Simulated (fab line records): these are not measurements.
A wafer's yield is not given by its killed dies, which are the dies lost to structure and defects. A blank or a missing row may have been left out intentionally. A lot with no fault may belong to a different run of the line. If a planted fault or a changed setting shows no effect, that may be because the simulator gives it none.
What tool caused it? | flow n5 finfet | 60 wafers from 20 lots sampled at 6 of the route's 1938 steps

## WHAT EACH GAUGE READ, for each wafer
No reading from a measuring or inspecting step in the record can be judged against a usual standard deviation.

## EACH LOT AND THE TOOL THAT RAN IT (in order: tool; ch and the chambers of the sampled wafers; start)
lot  | N5_BEOL_M3_ANNEAL_51             | N5_BEOL_M4_DESCUM_16               | N5_BEOL_M4_ETCH_69                 | N5_BEOL_M4_ALD_98                 | N5_BEOL_M4_VIA_ETCH_34             | N5_BEOL_M4_STRIP_36
L075 | rtp anneal-01 ch 0, day 7 21:31  | rie diel-04 ch 1,2,3, day 7 23:55  | rie diel-06 ch 1,3, day 8 01:04    | ald sin-03 ch 0,1,3, day 8 01:09  | rie diel-06 ch 0,1, day 8 03:05    | rie diel-06 ch 0,1, day 8 03:09
L074 | rtp anneal-01 ch 0, day 8 01:55  | rie diel-04 ch 1,2,3, day 8 03:42  | rie diel-06 ch 0,1,2, day 8 04:38  | ald sin-04 ch 2,3, day 8 04:43    | rie diel-06 ch 0,1,2, day 8 08:04  | rie diel-06 ch 0,1,2, day 8 08:08
L076 | rtp anneal-02 ch 0, day 8 07:40  | rie diel-05 ch 0,1,2, day 8 09:52  | rie diel-04 ch 2,3, day 8 10:47    | ald sin-04 ch 0,1,2, day 8 11:13  | rie diel-05 ch 0,1,2, day 8 14:20  | rie diel-05 ch 0,1,2, day 8 14:24
L077 | rtp anneal-02 ch 0, day 8 19:11  | rie diel-05 ch 1,2, day 8 20:45    | rie diel-06 ch 0,1,2, day 8 21:49  | ald sin-04 ch 0,1,2, day 8 22:52  | rie diel-06 ch 0,2, day 8 23:08    | rie diel-06 ch 0,2, day 8 23:11
L078 | rtp anneal-02 ch 0, day 8 19:22  | rie diel-06 ch 0,1,2, day 8 21:09  | rie diel-04 ch 0,1,2, day 8 22:11  | ald sin-04 ch 0,1,2, day 8 22:58  | rie diel-04 ch 0,1,3, day 8 23:15  | rie diel-04 ch 0,1,3, day 8 23:19
L079 | rtp anneal-02 ch 0, day 9 07:35  | rie diel-06 ch 1,2, day 9 10:50    | rie diel-05 ch 0,2, day 9 11:49    | ald sin-04 ch 1,2,3, day 9 11:59  | rie diel-05 ch 0,1, day 9 14:52    | rie diel-05 ch 0,1, day 9 14:56
L081 | rtp anneal-02 ch 0, day 9 11:26  | rie diel-04 ch 0,1, day 9 15:50    | rie diel-04 ch 1,2,3, day 9 16:49  | ald sin-03 ch 1,2, day 9 17:49    | rie diel-04 ch 0,2,3, day 10 12:38 | rie diel-04 ch 0,2,3, day 10 12:42
L080 | rtp anneal-02 ch 0, day 9 14:43  | rie diel-06 ch 1,2, day 9 18:51    | rie diel-05 ch 0,2, day 9 20:02    | ald sin-01 ch 0,3, day 9 20:07    | rie diel-06 ch 1,3, day 10 17:28   | rie diel-06 ch 1,3, day 10 17:32
L082 | rtp anneal-02 ch 0, day 9 15:31  | rie diel-06 ch 0,3, day 9 19:13    | rie diel-04 ch 0,1,3, day 9 20:17  | ald sin-04 ch 0,3, day 9 20:23    | rie diel-04 ch 0,1,3, day 10 09:05 | rie diel-04 ch 0,1,3, day 10 09:08
L084 | rtp anneal-02 ch 0, day 10 09:04 | rie diel-04 ch 1,2, day 10 10:47   | rie diel-05 ch 1,3, day 10 11:43   | ald sin-01 ch 0,1,3, day 10 11:57 | rie diel-04 ch 0,1, day 10 21:43   | rie diel-04 ch 0,1, day 10 21:46
L083 | rtp anneal-02 ch 0, day 10 13:40 | rie diel-04 ch 1,2,3, day 10 17:47 | rie diel-04 ch 0,1, day 10 18:54   | ald sin-04 ch 0,1, day 10 18:59   | rie diel-04 ch 1,3, day 11 01:08   | rie diel-04 ch 1,3, day 11 01:11
L085 | rtp anneal-02 ch 0, day 10 17:58 | rie diel-06 ch 1,2, day 10 20:48   | rie diel-06 ch 0,1,2, day 10 21:43 | ald sin-04 ch 0,1,3, day 10 21:48 | rie diel-06 ch 0,2, day 11 04:02   | rie diel-06 ch 0,2, day 11 04:06
L086 | rtp anneal-02 ch 0, day 11 12:46 | rie diel-06 ch 1,2,3, day 11 14:38 | rie diel-04 ch 0,1,3, day 11 15:34 | ald sin-04 ch 0,2,3, day 11 15:39 | rie diel-04 ch 0,1,2, day 11 16:14 | rie diel-04 ch 0,1,2, day 11 16:17
L087 | rtp anneal-01 ch 0, day 12 00:51 | rie diel-06 ch 2,3, day 12 03:22   | rie diel-04 ch 1,2,3, day 12 04:17 | ald sin-01 ch 0,2, day 12 05:04   | rie diel-06 ch 0,3, day 12 13:07   | rie diel-06 ch 0,3, day 12 13:10
L091 | rtp anneal-01 ch 0, day 12 06:27 | rie diel-05 ch 1,2,3, day 12 08:31 | rie diel-04 ch 1,3, day 12 09:35   | ald sin-01 ch 0,2, day 12 09:50   | rie diel-06 ch 0,2,3, day 12 16:22 | rie diel-06 ch 0,2,3, day 12 16:26
L092 | rtp anneal-02 ch 0, day 12 16:07 | rie diel-06 ch 1,2, day 12 20:59   | rie diel-04 ch 0,1,3, day 12 22:09 | ald sin-01 ch 0,1, day 12 22:25   | rie diel-06 ch 1,2, day 13 18:32   | rie diel-06 ch 1,2, day 13 18:36
L090 | rtp anneal-02 ch 0, day 12 19:35 | rie diel-06 ch 0,1,2, day 12 22:08 | rie diel-04 ch 1,3, day 12 23:10   | ald sin-03 ch 0,2,3, day 12 23:27 | rie diel-05 ch 1,2,3, day 13 19:22 | rie diel-05 ch 1,2,3, day 13 19:26
L093 | rtp anneal-02 ch 0, day 13 02:44 | rie diel-05 ch 0,2,3, day 13 05:56 | rie diel-05 ch 0,2,3, day 13 06:58 | ald sin-03 ch 0,1,2, day 13 07:02 | rie diel-05 ch 1,2,3, day 14 01:27 | rie diel-05 ch 1,2,3, day 14 01:31
L094 | rtp anneal-01 ch 0, day 13 13:32 | rie diel-05 ch 1,2,3, day 13 16:38 | rie diel-06 ch 0,1,2, day 13 18:49 | ald sin-04 ch 0,1,3, day 13 19:06 | rie diel-04 ch 0,2,3, day 14 14:23 | rie diel-04 ch 0,2,3, day 14 14:26
L095 | rtp anneal-01 ch 0, day 13 16:59 | rie diel-05 ch 2,3, day 13 20:31   | rie diel-06 ch 0,1, day 13 21:58   | ald sin-03 ch 1,2,3, day 13 22:03 | rie diel-06 ch 1,3, day 14 14:32   | rie diel-06 ch 1,3, day 14 14:35
- N5_BEOL_M3_ANNEAL_51: time 90 s.
- N5_BEOL_M4_DESCUM_16: chemistry O2, time 7 s.
- N5_BEOL_M4_ETCH_69: etches SiARC in CF4, target depth 15.6 nm, time 26 s.
- N5_BEOL_M4_ALD_98: deposits SiO2, target thk 2.5 nm, pulse time 1 s, co reactant pulse time 1 s.
- N5_BEOL_M4_VIA_ETCH_34: etches the open film in C4F6/O2, target depth 69.4 nm, time 65.9 s.
- N5_BEOL_M4_STRIP_36: strips in N2/H2.

## WHAT THE TOOLS THEMSELVES READ (means of the sampled wafers that have a number; where no wafer has one, the mark that the record gives instead)
N5_BEOL_M3_ANNEAL_51.
lot  | tool          | wafer_temp_C_max
L075 | rtp anneal-01 | 225.87
L074 | rtp anneal-01 | 225.78
L076 | rtp anneal-02 | 226.23
L077 | rtp anneal-02 | 226.12
L078 | rtp anneal-02 | 225.99
L079 | rtp anneal-02 | 225.93
L081 | rtp anneal-02 | 225.76
L080 | rtp anneal-02 | 226.29
L082 | rtp anneal-02 | 225.81
L084 | rtp anneal-02 | 225.97
L083 | rtp anneal-02 | 226.37
L085 | rtp anneal-02 | 226.16
L086 | rtp anneal-02 | 226.34
L087 | rtp anneal-01 | 225.75
L091 | rtp anneal-01 | 225.82
L092 | rtp anneal-02 | 226.18
L090 | rtp anneal-02 | 226.56
L093 | rtp anneal-02 | 226.30
L094 | rtp anneal-01 | 226.01
L095 | rtp anneal-01 | 225.91

N5_BEOL_M4_DESCUM_16.
lot  | tool        | drypump motor current A (A) | oes product au (a.u.) | rf fwd power W (W) | rf vpp V (V) | showerhead plenum p Torr (Torr) | throttle valve pct (%)
L075 | rie diel-04 | 5.86                        | 0.84                  | 49.48              | 243.4        | 2.11                            | 20.51
L074 | rie diel-04 | 5.83                        | 0.84                  | 49.43              | 243.2        | 2.11                            | 20.52
L076 | rie diel-05 | 5.85                        | 0.85                  | 49.35              | 243.1        | 2.12                            | 20.17
L077 | rie diel-05 | 6.03                        | 0.86                  | 49.47              | 243.5        | 2.11                            | 20.24
L078 | rie diel-06 | 5.64                        | 0.85                  | 48.95              | 245.0        | 2.15                            | 20.22
L079 | rie diel-06 | 5.65                        | 0.84                  | 49.08              | 242.9        | 2.10                            | 20.16
L081 | rie diel-04 | 5.85                        | 0.85                  | 49.22              | 243.4        | 2.11                            | 20.28
L080 | rie diel-06 | 5.65                        | 0.84                  | 48.98              | 242.9        | 2.10                            | 20.16
L082 | rie diel-06 | 5.46                        | 0.89                  | 49.23              | 243.7        | 2.18                            | 20.19
L084 | rie diel-04 | 5.82                        | 0.84                  | 49.49              | 242.5        | 2.07                            | 20.46
L083 | rie diel-04 | 5.83                        | 0.81                  | 49.31              | 243.9        | 2.10                            | 20.53
L085 | rie diel-06 | 5.65                        | 0.83                  | 49.02              | 243.1        | 2.09                            | 20.17
L086 | rie diel-06 | 5.53                        | 0.86                  | 48.92              | 244.0        | 2.12                            | 20.00
L087 | rie diel-06 | 5.43                        | 0.90                  | 48.76              | 244.2        | 2.15                            | 19.86
L091 | rie diel-05 | 5.97                        | 0.86                  | 49.37              | 243.5        | 2.08                            | 20.20
L092 | rie diel-06 | 5.70                        | 0.82                  | 49.12              | 243.7        | 2.14                            | 20.10
L090 | rie diel-06 | 5.66                        | 0.81                  | 49.27              | 243.6        | 2.14                            | 20.25
L093 | rie diel-05 | 5.88                        | 0.81                  | 49.45              | 242.5        | 2.08                            | 20.36
L094 | rie diel-05 | 5.96                        | 0.84                  | 49.52              | 243.8        | 2.08                            | 20.23
L095 | rie diel-05 | 5.97                        | 0.84                  | 49.59              | 243.3        | 2.05                            | 20.37

N5_BEOL_M4_ETCH_69.
lot  | tool        | cf4 flow sccm (sccm) | drypump motor current A (A) | etch rf on time s (s) | oes product au (a.u.) | rf fwd power W (W) | rf vpp V (V) | showerhead plenum p Torr (Torr) | throttle valve pct (%)
L075 | rie diel-06 | 100.0                | 5.49                        | 25.1                  | 0.69                  | 530.5              | 183.9        | 2.13                            | 15.46
L074 | rie diel-06 | 99.8                 | 5.66                        | 25.6                  | 0.73                  | 529.1              | 184.4        | 2.21                            | 15.41
L076 | rie diel-04 | 100.1                | 5.64                        | 25.8                  | 0.64                  | 533.2              | 184.0        | 2.11                            | 15.87
L077 | rie diel-06 | 100.0                | 5.66                        | 25.8                  | 0.73                  | 531.3              | 184.4        | 2.21                            | 15.43
L078 | rie diel-04 | 100.2                | 5.63                        | 25.9                  | 0.66                  | 531.9              | 183.1        | 2.11                            | 15.69
L079 | rie diel-05 | 99.8                 | 5.75                        | 26.3                  | 0.67                  | 534.8              | 183.8        | 2.15                            | 15.45
L081 | rie diel-04 | 99.9                 | 5.86                        | 26.0                  | 0.71                  | 533.2              | 184.0        | 2.16                            | 15.67
L080 | rie diel-05 | 100.1                | 5.94                        | 26.2                  | 0.68                  | 531.8              | 184.4        | 2.15                            | 15.58
L082 | rie diel-04 | 99.9                 | 5.86                        | 26.0                  | 0.70                  | 532.4              | 184.6        | 2.19                            | 15.55
L084 | rie diel-05 | 99.9                 | 5.87                        | 26.4                  | 0.79                  | 531.7              | 183.2        | 2.14                            | 15.36
L083 | rie diel-04 | 100.1                | 5.61                        | 26.6                  | 0.64                  | 532.0              | 183.4        | 2.14                            | 15.59
L085 | rie diel-06 | 99.9                 | 5.65                        | 25.6                  | 0.71                  | 531.2              | 184.1        | 2.21                            | 15.45
L086 | rie diel-04 | 99.4                 | 5.85                        | 25.5                  | 0.77                  | 531.8              | 183.8        | 2.18                            | 15.40
L087 | rie diel-04 | 100.0                | 5.84                        | 25.8                  | 0.68                  | 535.3              | 183.2        | 2.15                            | 15.70
L091 | rie diel-04 | 100.2                | 6.02                        | 25.3                  | 0.75                  | 529.6              | 184.6        | 2.19                            | 15.50
L092 | rie diel-04 | 100.1                | 5.84                        | 25.7                  | 0.75                  | 532.5              | 185.1        | 2.18                            | 15.42
L090 | rie diel-04 | 99.7                 | 6.04                        | 25.4                  | 0.74                  | 529.8              | 185.3        | 2.19                            | 15.50
L093 | rie diel-05 | 100.3                | 5.87                        | 26.6                  | 0.69                  | 533.6              | 184.6        | 2.13                            | 15.56
L094 | rie diel-06 | 100.2                | 5.64                        | 25.8                  | 0.68                  | 533.3              | 184.5        | 2.20                            | 15.51
L095 | rie diel-06 | 99.8                 | 5.60                        | 25.5                  | 0.69                  | 531.8              | 184.9        | 2.19                            | 15.63

N5_BEOL_M4_ALD_98.
lot  | tool       | heater power w (W) | precursor pulse height rel
L075 | ald sin-03 | 80                 | 0.995
L074 | ald sin-04 | 84                 | 1.006
L076 | ald sin-04 | 70                 | 1.012
L077 | ald sin-04 | 71                 | 0.982
L078 | ald sin-04 | 71                 | 0.994
L079 | ald sin-04 | 78                 | 1.004
L081 | ald sin-03 | 87                 | 0.985
L080 | ald sin-01 | 87                 | 0.996
L082 | ald sin-04 | 75                 | 0.998
L084 | ald sin-01 | 87                 | 1.001
L083 | ald sin-04 | 71                 | 1.001
L085 | ald sin-04 | 77                 | 1.012
L086 | ald sin-04 | 76                 | 0.987
L087 | ald sin-01 | 82                 | 1.009
L091 | ald sin-01 | 81                 | 0.987
L092 | ald sin-01 | 86                 | 0.994
L090 | ald sin-03 | 73                 | 0.998
L093 | ald sin-03 | 81                 | 0.995
L094 | ald sin-04 | 75                 | 0.998
L095 | ald sin-03 | 78                 | 0.984

N5_BEOL_M4_VIA_ETCH_34.
lot  | tool        | drypump motor current A (A) | oes product au (a.u.) | rf fwd power W (W) | rf vpp V (V) | showerhead plenum p Torr (Torr) | throttle valve pct (%)
L075 | rie diel-06 | 5.58                        | 0.85                  | 346.6              | 668          | 2.93                            | 30.74
L074 | rie diel-06 | 5.65                        | 0.86                  | 345.8              | 678          | 2.94                            | 30.69
L076 | rie diel-05 | 5.84                        | 0.85                  | 348.6              | 663          | 2.88                            | 30.46
L077 | rie diel-06 | 5.64                        | 0.85                  | 347.3              | 672          | 3.00                            | 30.72
L078 | rie diel-04 | 5.84                        | 0.84                  | 346.7              | 677          | 2.91                            | 30.74
L079 | rie diel-05 | 5.72                        | 0.85                  | 348.1              | 666          | 2.88                            | 30.23
L081 | rie diel-04 | 5.63                        | 0.73                  | 347.6              | 675          | 2.84                            | 31.04
L080 | rie diel-06 | 5.39                        | 0.93                  | 344.4              | 661          | 2.87                            | 30.47
L082 | rie diel-04 | 5.84                        | 0.82                  | 347.7              | 678          | 2.90                            | 30.76
L084 | rie diel-04 | 5.64                        | 0.75                  | 345.9              | 672          | 2.84                            | 30.72
L083 | rie diel-04 | 6.04                        | 0.89                  | 347.6              | 673          | 2.92                            | 30.65
L085 | rie diel-06 | 5.70                        | 0.84                  | 345.8              | 681          | 3.01                            | 30.67
L086 | rie diel-04 | 5.65                        | 0.84                  | 347.6              | 665          | 2.79                            | 30.83
L087 | rie diel-06 | 5.48                        | 0.85                  | 346.3              | 661          | 2.96                            | 30.65
L091 | rie diel-06 | 5.54                        | 0.85                  | 345.7              | 670          | 2.97                            | 30.58
L092 | rie diel-06 | 5.72                        | 0.81                  | 343.1              | 684          | 2.93                            | 30.67
L090 | rie diel-05 | 5.95                        | 0.83                  | 347.7              | 656          | 2.85                            | 30.71
L093 | rie diel-05 | 5.97                        | 0.83                  | 347.4              | 657          | 2.84                            | 30.72
L094 | rie diel-04 | 5.62                        | 0.90                  | 346.8              | 678          | 2.94                            | 30.81
L095 | rie diel-06 | 5.50                        | 0.82                  | 346.9              | 669          | 2.81                            | 30.62

N5_BEOL_M4_STRIP_36.
lot  | tool        | drypump motor current A (A) | oes product au (a.u.) | rf vpp V (V) | showerhead plenum p Torr (Torr) | throttle valve pct (%)
L075 | rie diel-06 | 5.59                        | 0.86                  | 60.0         | 2.62                            | 23.7
L074 | rie diel-06 | 5.67                        | 0.86                  | 58.2         | 2.62                            | 23.5
L076 | rie diel-05 | 5.85                        | 0.85                  | 59.9         | 2.57                            | 23.4
L077 | rie diel-06 | 5.66                        | 0.86                  | 58.4         | 2.70                            | 23.5
L078 | rie diel-04 | 5.80                        | 0.84                  | 58.8         | 2.60                            | 23.6
L079 | rie diel-05 | 5.74                        | 0.85                  | 60.7         | 2.57                            | 23.1
L081 | rie diel-04 | 5.65                        | 0.73                  | 59.9         | 2.53                            | 23.9
L080 | rie diel-06 | 5.38                        | 0.91                  | 60.2         | 2.55                            | 23.4
L082 | rie diel-04 | 5.85                        | 0.82                  | 60.4         | 2.60                            | 23.6
L084 | rie diel-04 | 5.64                        | 0.75                  | 59.2         | 2.52                            | 23.7
L083 | rie diel-04 | 6.03                        | 0.90                  | 60.8         | 2.63                            | 23.5
L085 | rie diel-06 | 5.69                        | 0.84                  | 58.9         | 2.68                            | 23.3
L086 | rie diel-04 | 5.65                        | 0.84                  | 59.1         | 2.50                            | 23.7
L087 | rie diel-06 | 5.50                        | 0.85                  | 58.3         | 2.66                            | 23.5
L091 | rie diel-06 | 5.55                        | 0.86                  | 59.6         | 2.65                            | 23.3
L092 | rie diel-06 | 5.70                        | 0.81                  | 59.6         | 2.60                            | 23.3
L090 | rie diel-05 | 5.95                        | 0.83                  | 58.9         | 2.54                            | 23.6
L093 | rie diel-05 | 5.97                        | 0.83                  | 58.7         | 2.54                            | 23.6
L094 | rie diel-04 | 5.64                        | 0.91                  | 60.0         | 2.63                            | 23.7
L095 | rie diel-06 | 5.51                        | 0.82                  | 59.4         | 2.49                            | 23.7

## THE ANSWER, worked out from the rows above alone
Rule: what is usual is taken from the lots themselves. Put in order of their means at a reading, lots are off if they are a third of the lots or fewer, leave a main group of 4 or more, and stand apart from it by a gap of 3 or more times the standard deviation of the main group's means; of several such gaps the widest counts. A main group is skipped when, at the precision printed for the reading in the tables above, its means are all equal. Also off: a lot with no number at a reading for which 4 or more lots have one. Where the step has rows for the other lots, those lots are counted as sound. First the gauges in route order, then the tools' own readings, where a lot's mean is used as printed above. The first step at which some lot is off is used, and at that step the reading that is off furthest; a lot without a number counts as furthest.
None of the lots is off at any reading shown; this tells nothing.

## WHAT WAS PUT IN BY THE SIMULATOR
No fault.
